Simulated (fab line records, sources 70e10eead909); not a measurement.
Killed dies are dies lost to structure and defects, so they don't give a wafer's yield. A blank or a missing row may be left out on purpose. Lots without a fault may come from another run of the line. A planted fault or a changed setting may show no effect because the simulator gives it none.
A struck lot beside a sound one | flow nand_harc | 43 steps out of a route of 1159
Sound: wafers L449.3, L449.4, L449.5. Struck: wafers L454.1, L454.3, L454.6. The cause comes at the end.
At each step with rows: each side's tool, then ch and its chambers, then its first start. Under that, the readings that differ: sound wafers | struck wafers | difference of the means | sigmas: that difference in standard deviations of wafers without a fault.
alike: readings whose means differ by less than 2 such deviations, and words and numbers that are the same on both sides. not compared: withheld readings, readings that some wafer has no value for, bounds like >300 that may hide the same value, and numbers for which the record gives no deviation and whose values overlap.
The two part at a step that has a row with sigmas, a row that says differs or no value, or rows on one side only. Numbers that don't overlap but have no deviation are shown without sigmas and don't part them. A reading that every wafer of one side lacks parts them only if that side has two wafers or more.

NHARC_A_CONTACT_OVL_MEAS_43:
  sound on overlay-01, day 20 19:53; struck on overlay-02, day 21 13:21
  alike: overlay_x_nm, overlay_y_nm
NHARC_A_CONTACT_INSPECT_44:
  sound on defect_inspect-01, day 20 19:55; struck on defect_inspect-02, day 21 13:23
  alike: raw_defect_count
NHARC_A_CONTACT_DESCUM_47: chemistry O2, time 3 s.
  sound on rie_diel-04 ch 1,2, day 20 19:58; struck on rie_diel-04 ch 0,2, day 21 13:28
  alike: drypump_motor_current_A, oes_product_au, rf_vpp_V, showerhead_plenum_p_Torr, throttle_valve_pct
  not compared: rf_hours_counter_h
then, 9 steps without rows for these wafers: NHARC_A_CONTACT_ETCH_48 (etches the open film in CF4, target depth 39 nm, time 65 s); NHARC_A_CONTACT_ETCH_49 (etches the open film in N2/H2, target depth 260 nm, time 475.3 s); NHARC_A_CONTACT_ETCH_50 (etches the open film in CF4/CHF3, target depth 84.7 nm, time 42.4 s); NHARC_A_CONTACT_ETCH_51 (etches the open film in O2/COS, target depth 3600 nm, time 936 s); NHARC_A_CONTACT_ETCH_111 (etches the open film in C4F8/O2/Ar, time 140 s, target depth 700 nm); NHARC_A_CONTACT_ETCH_112 (etches the open film in C4F8/O2/Ar, time 94 s, target depth 922 nm); NHARC_A_CONTACT_ETCH_113 (etches the open film in C4F8/O2/Ar, time 94 s, target depth 922 nm); NHARC_A_CONTACT_ETCH_114 (etches the open film in C4F8/O2/Ar, time 94 s, target depth 922 nm); NHARC_A_CONTACT_ETCH_115 (etches the open film in C4F8/O2/Ar, time 94 s, target depth 922 nm).
NHARC_A_CONTACT_ETCH_116: etches the open film in C4F8/O2/Ar, time 94 s, target depth 922 nm.
  sound on har_cap_etch-01 ch 0,1, day 20 21:49; struck on har_cap_etch-01 ch 0,1, day 21 15:37
  not compared: rf_hours_counter_h
then, 1 step without rows for these wafers: NHARC_A_CONTACT_ETCH_117 (etches the open film in C4F8/O2/Ar, time 94 s, target depth 922 nm).
NHARC_A_CONTACT_ETCH_118: etches the open film in C4F8/O2/Ar, time 94 s, target depth 922 nm.
  sound on har_cap_etch-01 ch 0,1, day 20 22:00; struck on har_cap_etch-01 ch 0,1, day 21 15:48
  not compared: rf_hours_counter_h
then, 4 steps without rows for these wafers: NHARC_A_CONTACT_ETCH_119 (etches the open film in C4F8/O2/Ar, time 94 s, target depth 922 nm); NHARC_A_CONTACT_ETCH_120 (etches the open film in C4F8/O2/Ar, time 94 s, target depth 922 nm); NHARC_A_CONTACT_ETCH_121 (etches the open film in C4F8/O2/Ar, time 94 s, target depth 922 nm); NHARC_A_CONTACT_ETCH_122 (etches the open film in C4F8/O2/Ar, time 95 s, target depth 930 nm).
NHARC_A_CONTACT_ETCH_123: etches the open film in C4F8/O2/Ar, time 253 s, target depth 1090 nm.
  sound on har_cap_etch-01 ch 0,1, day 20 22:32; struck on har_cap_etch-01 ch 0,1, day 21 16:18
  not compared: rf_hours_counter_h
then, 2 steps without rows for these wafers: NHARC_A_CONTACT_ETCH_90 (etches the open film in CH3F/O2, target depth 40 nm, time 85.7 s); NHARC_A_CONTACT_ETCH_96 (etches the open film in C4F6/O2, target depth 20 nm, time 10 s).
NHARC_A_CONTACT_CD_MEAS_53:
  sound on cd_sem-02, day 20 23:16; struck on cd_sem-02, day 21 17:22
  alike: cd_nm
then, 4 steps without rows for these wafers: NHARC_A_CONTACT_STRIP_99 (strips in N2/H2); NHARC_A_CONTACT_STRIP_100 (strips in CF4/CHF3); NHARC_A_CONTACT_STRIP_101 (strips in O2/COS); NHARC_A_CONTACT_ETCH_102 (etches the open film in CF4/O2, target depth 70 nm, overetch 7 nm, time 38.5 s).
NHARC_A_CONTACT_STRIP_55: strips in O2.
  sound on rie_diel-07 ch 0,1,3; struck on rie_diel-02 ch 2,3
  alike: drypump_motor_current_A, oes_product_au, rf_vpp_V, showerhead_plenum_p_Torr, throttle_valve_pct
  not compared: rf_hours_counter_h
then, 1 step without rows for these wafers: NHARC_A_CONTACT_STRIP_56 (strips in post etch residue remover, time 600 s).
NHARC_A_CONTACT_DEP_57: deposits aC, target thk 2800 nm.
  sound on acl_dep-03 ch 0, day 21 03:05; struck on acl_dep-02 ch 0, day 21 18:29
  alike: throttle_valve_pct
then, 11 steps without rows for these wafers: NHARC_A_CONTACT_DEP_58 (deposits SiON, target thk 60 nm); NHARC_A_CONTACT_DEHYDRATE_59 (time 120 s); NHARC_A_CONTACT_HMDS_60 (time 30 s); NHARC_A_CONTACT_COAT_61 (time 75 s); NHARC_A_CONTACT_COAT_62 (time 65 s); NHARC_A_CONTACT_COAT_63 (resist thk 90 nm); NHARC_A_CONTACT_SOFTBAKE_64 (time 55 s); NHARC_A_CONTACT_EBR_65; NHARC_A_CONTACT_EXPOSE_66 (exposes mask A CC 2); NHARC_A_CONTACT_PEB_67 (peb time 65 s); NHARC_A_CONTACT_DEVELOP_68 (develop time 35 s).
NHARC_A_CONTACT_CD_MEAS_69: target cd 200 nm.
  sound on cd_sem-02 ch 0, day 21 05:03; struck on cd_sem-03 ch 0, day 21 20:56
  alike: cd_nm
-- the record jumps here: 3 days lie between the struck wafers' starts before and after (it left off in module A_CONTACT and takes up again in module END, whose first step shown is number 1159 of the route) --
NHARC_END_SORT_01:
  the record has rows for the struck wafers here (prober-02 ch 0, day 25 00:26) and none for the sound ones

WHERE THEY PART
Only at NHARC_END_SORT_01, within this record.

WHY: what the simulator had put in
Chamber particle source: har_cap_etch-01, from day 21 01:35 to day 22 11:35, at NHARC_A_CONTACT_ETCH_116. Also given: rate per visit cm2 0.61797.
